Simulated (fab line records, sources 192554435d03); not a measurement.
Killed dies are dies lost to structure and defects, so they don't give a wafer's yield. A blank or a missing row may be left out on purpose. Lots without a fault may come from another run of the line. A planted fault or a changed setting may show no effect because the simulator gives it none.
A struck lot beside a sound one | flow n5_finfet | 36 steps out of a route of 1938
Sound: wafers L504.2, L504.5, L504.6. Struck: wafers L511.3, L511.4, L511.6. The cause comes at the end.
At each step with rows: each side's tool, then ch and its chambers, then its first start. Under that, the readings that differ: sound wafers | struck wafers | difference of the means | sigmas: that difference in standard deviations of wafers without a fault.
alike: readings whose means differ by less than 2 such deviations, and words and numbers that are the same on both sides. not compared: withheld readings, readings that some wafer has no value for, bounds like >300 that may hide the same value, and numbers for which the record gives no deviation and whose values overlap.
The two part at a step that has a row with sigmas, a row that says differs or no value, or rows on one side only. Numbers that don't overlap but have no deviation are shown without sigmas and don't part them. A reading that every wafer of one side lacks parts them only if that side has two wafers or more.

first, 9 steps without rows for these wafers: N5_BEOL_M6_COAT_71 (time 60 s, resist thk 5 nm); N5_BEOL_M6_COAT_22 (resist thk 30 nm); N5_BEOL_M6_EBR_24; N5_BEOL_M6_SOFTBAKE_23 (time 60 s); N5_BEOL_M6_EXPOSE_25 (exposes mask V5, target cd 40 nm); N5_BEOL_M6_PEB_26 (peb time 60 s); N5_BEOL_M6_DEVELOP_27 (develop time 30 s); N5_BEOL_M6_DESCUM_33 (chemistry O2, time 7 s); N5_BEOL_M6_ETCH_72 (etches underlayer in N2/H2, target depth 6.5 nm, time 5.2 s).
N5_BEOL_M6_ETCH_65: etches SiARC in CF4, target depth 15.6 nm, time 26 s.
  sound on rie_diel-04 ch 0,1, day 10 19:38; struck on rie_diel-04 ch 1,2,3, day 12 03:34
  alike: drypump_motor_current_A, etch_rf_on_time_s, oes_product_au, rf_vpp_V, showerhead_plenum_p_Torr, throttle_valve_pct
  not compared: rf_hours_counter_h
then, 25 steps without rows for these wafers: N5_BEOL_M6_ETCH_66 (etches SOC in N2/H2, target depth 80 nm, overetch 16 nm, time 120 s); N5_BEOL_M6_STRIP_69 (strips in N2/H2); N5_BEOL_M6_STRIP_73 (strips in N2/H2); N5_BEOL_M6_VIA_ETCH_34 (etches SiCOH lowk in C4F6/O2, target depth 126.3 nm, time 50.9 s); N5_BEOL_M6_STRIP_76 (strips in C4F6/O2); N5_BEOL_M6_STRIP_36 (strips in N2/H2); N5_BEOL_M6_TRENCH_ETCH_37 (etches SiCOH lowk in C4F6/O2, target depth 94.435 nm, time 31.5 s); N5_BEOL_M6_ETCH_41 (etches SiCN in CH3F/O2, target depth 29.7 nm, time 52 s); N5_BEOL_M6_STRIP_80 (strips in N2/H2, time 10 s); N5_BEOL_M6_HM_STRIP_39 (strips TiN in peroxide tin strip, target depth 25 nm, time 158 s); N5_BEOL_M6_SRD_40 (time 30 s); N5_BEOL_M6_PRECLEAN_42 (cleans in residue remover, time 60 s); N5_BEOL_M6_SRD_43 (time 30 s); N5_BEOL_M6_CURE_75 (cures SiCOH lowk, time 120 s); N5_BEOL_M6_DEGAS_44 (time 60 s); N5_BEOL_M6_PRE_CLEAN_45 (time 30 s); N5_BEOL_M6_ALD_77 (deposits TaN, target thk 2 nm, pulse time 2 s, purge time 3 s); N5_BEOL_M6_SURFACE_TREAT_79; N5_BEOL_M6_CVD_78 (deposits Co from CCTBA/H2, target thk 2 nm, time 142.3 s); N5_BEOL_M6_SPUTTER_48 (material Cu, target thk 10 nm, time 1.667 s); N5_BEOL_M6_ECD_50 (material Cu, target thk 300 nm); N5_BEOL_M6_ANNEAL_51 (time 90 s); N5_BEOL_M6_CMP_52 (polishes, stops on SiCOH lowk, t overpolish 6.9 s, target thk 80 nm); N5_BEOL_M6_PRE_CLEAN_55 (time 15 s); N5_BEOL_M6_DEP_56 (deposits SiCN from 3MS/NH3, target thk 10 nm, time 17.5 s).
-- the record jumps here: 4 days lie between the struck wafers' starts before and after (it left off in module BEOL_M6 and takes up again in module PASSIVATION, whose first step shown is number 1936 of the route) --
N5_PASSIVATION_PROBE_49:
  the record has rows for the struck wafers here (prober-02, day 15 16:45) and none for the sound ones

WHERE THEY PART
Only at N5_PASSIVATION_PROBE_49, within this record.

WHY: what the simulator had put in
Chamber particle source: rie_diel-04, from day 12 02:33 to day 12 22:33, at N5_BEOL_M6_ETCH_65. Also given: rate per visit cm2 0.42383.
